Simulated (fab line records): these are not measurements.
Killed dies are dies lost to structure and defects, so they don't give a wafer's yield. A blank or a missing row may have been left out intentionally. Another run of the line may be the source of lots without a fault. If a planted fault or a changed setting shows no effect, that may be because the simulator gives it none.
fab line records | flow n5Finfet | part 2 of 2: steps 18 to 26 of 26
record: lots: 5 | wafers: 15 | lastDay: 18
route steps=1938 shown BEOL_M1@783
lots that met no fault: from a run of the same line without faults
startH: hours from the record's first day to the start of the lot's first wafer shown | waitH: hours since the lot's step before | " as in the row above | L1.1+2: a row that stands for several wafers | - no value, or no start given | * or withheld: withheld | < > ~ a bound
route shown NAME@n: names a module that has steps shown in the file, with the first one's number in the route | usual: the fault-free wafers' mean and standard deviation | same: alike in all rows | chamber/n: place in a boat | sites: each site's reading | _std_site: the standard deviation of these | _edge_site: inner sites' mean taken away from outer sites' mean | radiusMm: how far each site lies from the wafer's centre | mask NAME#n: copy n | behind: tool/chamber where the wafer was last shaped | hold: why the lot was held/for how many hours/how that ended | device: transistor that didn't switch, given as n, p or np | end of line: tests of these same wafers at the route's end | a step with no rows: only its recipe | killed: count of dies lost to structure and defects at first sort (not the wafer's yield) | map: a wafer's dies, x killed, . not, _ none there
set.NAME: setting as actually run; set.NAME@STEP: the setting as run at that earlier step | model.NAME: the simulator's own value behind a step, which no gauge read
lots seen at some steps along the route; tables by step, rows by wafer
services: when a tool's chamber went out of use (startH, in hours from the record's first day, below 0 if earlier), for how many hours, and the reason
== steps ==
step: N5_BEOL_M1_TRENCH_ETCH_37
recipe: chemistry: C4F6/O2 | targetDepthA: 552.07 | target: SiOC | timeS: 29 | ionEnergyEv: 250 | pressureMtorr: 30 | sourceW: 355 | biasW: 185 | Ar_flow_sccm: 300 | C4F6_flow_sccm: 10 | O2_flow_sccm: 10
usual: biasW: 185.0/0.55 | drypumpMotorCurrentA: 5.9/0.4 | oesProductAu: 0.76/0.075 | rfVppV: 666/9.5 | showerheadPlenumPTorr: 2.88/0.078 | throttleValvePct: 20.92/0.29
lot.wafer | tool       | chamber | startH | waitH | biasW | drypumpMotorCurrentA | oesProductAu | rfHoursCounterH | rfVppV | showerheadPlenumPTorr | throttleValvePct
L080.2    | rieDiel-04 | 2       | -      | -     | 184.9 | 6.4                  | 0.69         | 229             | 669    | 2.91                  | 21.14
L080.5    | "          | 3       | "      | "     | 185.3 | 5.3                  | 0.74         | -               | 662    | 2.94                  | 21.17
L080.6    | "          | 2       | "      | "     | 185.4 | 6.4                  | 0.69         | -               | 671    | 2.91                  | 21.13
L088.2    | rieDiel-04 | 0       | -      | -     | 184.8 | 6.1                  | 0.82         | 77              | 683    | 2.87                  | 20.35
L088.4    | "          | 2       | "      | "     | 185.4 | 6.4                  | 0.68         | 244             | 671    | 2.91                  | 21.15
L088.5    | "          | 3       | "      | "     | 184.3 | 5.4                  | 0.73         | -               | 663    | 2.94                  | 21.18
L092.1    | rieDiel-03 | 1       | -      | -     | 184.1 | 5.8                  | 0.68         | 217             | 657    | 2.93                  | 20.99
L092.2    | "          | 2       | "      | "     | 185.0 | 5.7                  | 0.81         | 88              | 664    | 2.79                  | 20.85
L092.3    | "          | 3       | "      | "     | 186.0 | 6.3                  | 0.90         | 15              | 669    | 2.90                  | 20.40
L093.1    | rieDiel-04 | 1       | -      | -     | 185.1 | 6.3                  | 0.74         | 162             | 663    | 2.98                  | 21.01
L093.3    | "          | 3       | "      | "     | 185.1 | 5.3                  | 0.73         | 205             | 663    | 2.93                  | 21.19
L093.6    | "          | 0       | "      | "     | 184.3 | 6.1                  | 0.83         | -               | 684    | 2.86                  | 20.35
L095.2    | rieDiel-04 | 2       | -      | -     | 185.2 | 6.4                  | 0.99         | 3               | 671    | 2.90                  | 20.77
L095.3    | "          | 1       | "      | "     | 185.5 | 6.3                  | 0.72         | 168             | 664    | 2.98                  | 21.02
L095.6    | "          | 0       | "      | "     | 185.1 | 6.1                  | 0.83         | -               | 683    | 2.86                  | 20.36
step: N5_BEOL_M1_ETCH_41
recipe: chemistry: CH3F/O2 | target: SiCN | targetDepthA: 319 | taperDeg: 2 | timeS: 57.8 | ionEnergyEv: 120 | maskMaterial: TiN | pressureMtorr: 30 | sourceW: 395 | biasW: 75 | Ar_flow_sccm: 150 | CH3F_flow_sccm: 30 | O2_flow_sccm: 20
usual: biasW: 74.98/0.22 | drypumpMotorCurrentA: 5.9/0.4 | oesProductAu: 0.76/0.075 | rfVppV: 297.8/1.5 | showerheadPlenumPTorr: 2.03/0.057 | throttleValvePct: 16.39/0.29
lot.wafer | tool       | chamber | startH | waitH | biasW | drypumpMotorCurrentA | oesProductAu | rfHoursCounterH | rfVppV | showerheadPlenumPTorr | throttleValvePct
L080.2    | rieDiel-04 | 2       | -      | -     | 74.43 | 6.4                  | 0.69         | 229             | 298.6  | 2.05                  | 16.66
L080.5    | "          | 3       | "      | "     | 74.70 | 5.3                  | 0.74         | -               | 299.3  | 2.07                  | 16.64
L080.6    | "          | 2       | "      | "     | 75.30 | 6.4                  | 0.69         | -               | 297.5  | 2.05                  | 16.66
L088.2    | rieDiel-04 | 0       | -      | -     | 75.47 | 6.1                  | 0.83         | 77              | 296.9  | 2.02                  | 15.84
L088.4    | "          | 2       | "      | "     | 75.28 | 6.4                  | 0.68         | 244             | 297.0  | 2.05                  | 16.68
L088.5    | "          | 3       | "      | "     | 74.95 | 5.3                  | 0.73         | -               | 297.9  | 2.07                  | 16.65
L092.1    | rieDiel-03 | 1       | -      | -     | 75.27 | 5.7                  | 0.67         | 217             | 298.6  | 2.06                  | 16.50
L092.2    | "          | 2       | "      | "     | 75.00 | 5.7                  | 0.82         | 88              | 297.2  | 1.96                  | 16.23
L092.3    | "          | 3       | "      | "     | 74.67 | 6.3                  | 0.91         | 15              | 299.4  | 2.04                  | 15.84
L093.1    | rieDiel-04 | 1       | -      | -     | 75.06 | 6.3                  | 0.73         | 162             | 298.6  | 2.10                  | 16.44
L093.3    | "          | 3       | "      | "     | 74.81 | 5.3                  | 0.72         | 205             | 298.7  | 2.07                  | 16.69
L093.6    | "          | 0       | "      | "     | 74.84 | 6.1                  | 0.82         | -               | 295.6  | 2.01                  | 15.87
L095.2    | rieDiel-04 | 2       | -      | -     | 75.16 | 6.3                  | 0.99         | 3               | 298.4  | 2.04                  | 16.20
L095.3    | "          | 1       | "      | "     | 75.11 | 6.3                  | 0.72         | 168             | 297.8  | 2.10                  | 16.45
L095.6    | "          | 0       | "      | "     | 75.33 | 6.1                  | 0.82         | -               | 297.3  | 2.01                  | 15.89
step: N5_BEOL_M1_STRIP_97
recipe: chemistry: N2/H2 | timeS: 10 | powerW: 450 | tempC: 40 | pressureMtorr: 20 | rfFrequencyHz: 6e+07 | biasPowerW: 7 | n2FlowSccm: 200 | h2FlowSccm: 200
usual: drypumpMotorCurrentA: 5.9/0.4 | oesProductAu: 0.76/0.074 | rfVppV: 59.3/0.84 | showerheadPlenumPTorr: 2.57/0.072 | throttleValvePct: 23.7/0.32
lot.wafer | tool       | chamber | startH | waitH | drypumpMotorCurrentA | oesProductAu | rfHoursCounterH | rfVppV | showerheadPlenumPTorr | throttleValvePct
L080.2    | rieDiel-04 | 2       | -      | -     | 6.4                  | 0.68         | 229             | 61.2   | 2.62                  | 24.0
L080.5    | "          | 3       | "      | "     | 5.4                  | 0.74         | -               | 61.1   | 2.63                  | 23.9
L080.6    | "          | 2       | "      | "     | 6.4                  | 0.69         | -               | 60.1   | 2.62                  | 24.0
L088.2    | rieDiel-04 | 0       | -      | -     | 6.1                  | 0.83         | 77              | 58.6   | 2.58                  | 23.4
L088.4    | "          | 2       | "      | "     | 6.4                  | 0.68         | 244             | 58.8   | 2.62                  | 24.0
L088.5    | "          | 3       | "      | "     | 5.4                  | 0.74         | -               | 60.3   | 2.63                  | 23.9
L092.1    | rieDiel-03 | 1       | -      | -     | 5.8                  | 0.69         | 217             | 58.9   | 2.63                  | 23.8
L092.2    | "          | 2       | "      | "     | 5.7                  | 0.81         | 88              | 58.7   | 2.46                  | 23.4
L092.3    | "          | 3       | "      | "     | 6.3                  | 0.91         | 15              | 59.4   | 2.59                  | 23.1
L093.1    | rieDiel-04 | 1       | -      | -     | 6.3                  | 0.73         | 162             | 59.3   | 2.63                  | 23.3
L093.3    | "          | 3       | "      | "     | 5.4                  | 0.72         | 205             | 59.8   | 2.63                  | 23.9
L093.6    | "          | 0       | "      | "     | 6.1                  | 0.83         | -               | 58.7   | 2.58                  | 23.4
L095.2    | rieDiel-04 | 2       | -      | -     | 6.4                  | 0.98         | 3               | 58.8   | 2.61                  | 23.6
L095.3    | "          | 1       | "      | "     | 6.4                  | 0.73         | 168             | 59.7   | 2.63                  | 23.3
L095.6    | "          | 0       | "      | "     | 6.1                  | 0.83         | -               | 58.1   | 2.58                  | 23.4
step: N5_BEOL_M1_OCD_MEAS_38
usual: trenchDepthNm: 54.3/1.3
lot.wafer | tool   | chamber | startH | waitH | trenchDepthNm
L080.2    | ocd-02 | -       | 169.05 | -     | 55.2
L080.5    | "      | -       | "      | "     | 54.6
L080.6    | "      | -       | "      | "     | 56.1
L088.2    | ocd-01 | -       | 214.00 | -     | 53.1
L088.4    | "      | -       | "      | "     | 55.1
L088.5    | "      | -       | "      | "     | 54.4
L092.1    | ocd-01 | -       | 234.68 | -     | 53.0
L092.2    | "      | -       | "      | "     | 56.2
L092.3    | "      | -       | "      | "     | 52.6
L093.1    | ocd-02 | -       | 239.60 | -     | 53.6
L093.3    | "      | -       | "      | "     | 53.8
L093.6    | "      | -       | "      | "     | 53.3
L095.2    | ocd-01 | -       | 260.38 | -     | 56.8
L095.3    | "      | -       | "      | "     | 53.0
L095.6    | "      | -       | "      | "     | 53.7
step: N5_BEOL_M1_HM_STRIP_39
recipe: chemistry: peroxideTinStrip | material: TiN | targetDepthA: 250 | tempC: 50 | timeS: 158
usual: bathGuardTempC: 50.2/0.62
lot.wafer | tool        | chamber | startH | waitH | bathGuardTempC
L080.2    | wetBench-03 | 4       | 169.08 | 0.0   | 50.9
L080.5    | "           | 0       | "      | "     | 50.0
L080.6    | "           | 2       | "      | "     | 50.1
L088.2    | wetBench-05 | 2       | 214.04 | 0.0   | 51.1
L088.4    | "           | 0       | "      | "     | 50.6
L088.5    | "           | 7       | "      | "     | 50.8
L092.1    | wetBench-03 | 4       | 234.71 | 0.0   | 50.9
L092.2    | "           | 0       | "      | "     | 49.7
L092.3    | "           | 5       | "      | "     | 51.1
L093.1    | wetBench-05 | 2       | 239.63 | 0.0   | 50.8
L093.3    | "           | 5       | "      | "     | 50.5
L093.6    | "           | 6       | "      | "     | 50.1
L095.2    | wetBench-01 | 2       | 260.42 | 0.0   | 50.8
L095.3    | "           | 7       | "      | "     | 50.7
L095.6    | "           | 1       | "      | "     | 49.8
step: N5_BEOL_M1_SRD_40
recipe: timeS: 30 | tempC: 23 | rinseLiquid: diw | dry: ipaMarangoni
lot.wafer  | tool        | chamber | startH | waitH
L080.2+5+6 | wetBench-03 | 4,0,2   | 169.13 | 0.0
L088.2+4+5 | wetBench-05 | 2,0,7   | 214.08 | 0.0
L092.1+2+3 | wetBench-03 | 4,0,5   | 234.76 | 0.0
L093.1+3+6 | wetBench-05 | 2,5,6   | 239.68 | 0.0
L095.2+3+6 | wetBench-01 | 2,7,1   | 260.46 | 0.0
step: N5_BEOL_M1_PRECLEAN_42
recipe: chemistry: residueRemover | timeS: 60 | tempC: 40
usual: bathGuardTempC: 40.2/0.62
lot.wafer | tool        | chamber | startH | waitH | bathGuardTempC
L080.2    | wetBench-03 | 4       | 169.15 | 0.0   | 41.0
L080.5    | "           | 0       | "      | "     | 40.0
L080.6    | "           | 2       | "      | "     | 40.3
L088.2    | wetBench-05 | 2       | 214.10 | 0.0   | 40.8
L088.4    | "           | 0       | "      | "     | 40.5
L088.5    | "           | 7       | "      | "     | 40.5
L092.1    | wetBench-03 | 4       | 234.77 | 0.0   | 40.8
L092.2    | "           | 0       | "      | "     | 39.9
L092.3    | "           | 5       | "      | "     | 41.2
L093.1    | wetBench-05 | 2       | 239.70 | 0.0   | 40.8
L093.3    | "           | 5       | "      | "     | 40.5
L093.6    | "           | 6       | "      | "     | 40.1
L095.2    | wetBench-01 | 2       | 260.48 | 0.0   | 40.4
L095.3    | "           | 7       | "      | "     | 40.5
L095.6    | "           | 1       | "      | "     | 39.5
step: N5_BEOL_M1_SRD_43
recipe: timeS: 30 | tempC: 23 | rinseLiquid: diw | dry: ipaMarangoni
lot.wafer  | tool        | chamber | startH | waitH
L080.2+5+6 | wetBench-03 | 4,0,2   | 169.16 | 0.0
L088.2+4+5 | wetBench-05 | 2,0,7   | 214.12 | 0.0
L092.1+2+3 | wetBench-03 | 4,0,5   | 234.79 | 0.0
L093.1+3+6 | wetBench-05 | 2,5,6   | 239.71 | 0.0
L095.2+3+6 | wetBench-01 | 2,7,1   | 260.50 | 0.0
step: N5_BEOL_M1_CD_MEAS_35
recipe: targetCdNm: 18 | targetCdYNm: 21 | polarity: opening
usual: cdNm: 17.8/0.37
lot.wafer | tool     | chamber | startH | waitH | cdNm
L080.2    | cdSem-02 | -       | 169.20 | 0.0   | 17.8
L080.5    | "        | -       | "      | "     | 17.9
L080.6    | "        | -       | "      | "     | 18.1
L088.2    | cdSem-03 | -       | 214.16 | 0.0   | 18.5
L088.4    | "        | -       | "      | "     | 18.1
L088.5    | "        | -       | "      | "     | 17.9
L092.1    | cdSem-02 | -       | 234.83 | 0.0   | 17.7
L092.2    | "        | -       | "      | "     | 18.5
L092.3    | "        | -       | "      | "     | 18.1
L093.1    | cdSem-01 | -       | 239.75 | 0.0   | 18.0
L093.3    | "        | -       | "      | "     | 17.5
L093.6    | "        | -       | "      | "     | 18.1
L095.2    | cdSem-01 | -       | 260.54 | 0.0   | 17.7
L095.3    | "        | -       | "      | "     | 17.8
L095.6    | "        | -       | "      | "     | 17.5
== services ==
tool          | chamber | startH | hours | kind
euvScanner-02 | -       | 151.03 | 1.0   | pm
rieDiel-03    | 3       | 166.76 | -     | clean
rieDiel-03    | 3       | 166.76 | -     | consumableReplace:focusRing
rieDiel-03    | 3       | 166.76 | 20.0  | scheduledDown
euvScanner-01 | -       | 178.11 | 1.0   | pm
aldSin-03     | -       | 178.89 | 14.0  | pm
wetBench-05   | -       | 189.46 | 7.8   | repair
euvScanner-01 | -       | 192.09 | 5.8   | pm
aldSin-03     | -       | 197.04 | 1.2   | repair
euvScanner-02 | -       | 206.50 | 4.6   | pm
rieDiel-06    | 0       | 211.47 | 8.5   | repair
aldSin-03     | -       | 212.50 | 1.6   | repair
euvScanner-01 | -       | 216.23 | 10.8  | repair
aldSin-03     | -       | 231.84 | 14.6  | pm
rieDiel-04    | 2       | 234.06 | -     | clean
rieDiel-04    | 2       | 234.06 | -     | consumableReplace:focusRing
rieDiel-04    | 2       | 234.06 | 14.5  | scheduledDown
rieDiel-04    | 2       | 234.06 | 14.5  | ventCycle
euvScanner-01 | -       | 234.26 | 1.0   | pm
aldSin-01     | -       | 234.57 | 1.6   | repair
euvScanner-01 | -       | 250.23 | 1.5   | repair
aldSin-03     | -       | 254.36 | 0.9   | repair
aldSin-02     | 3       | 258.88 | 16.6  | repair
aldSin-01     | 1       | 260.23 | 6.8   | repair
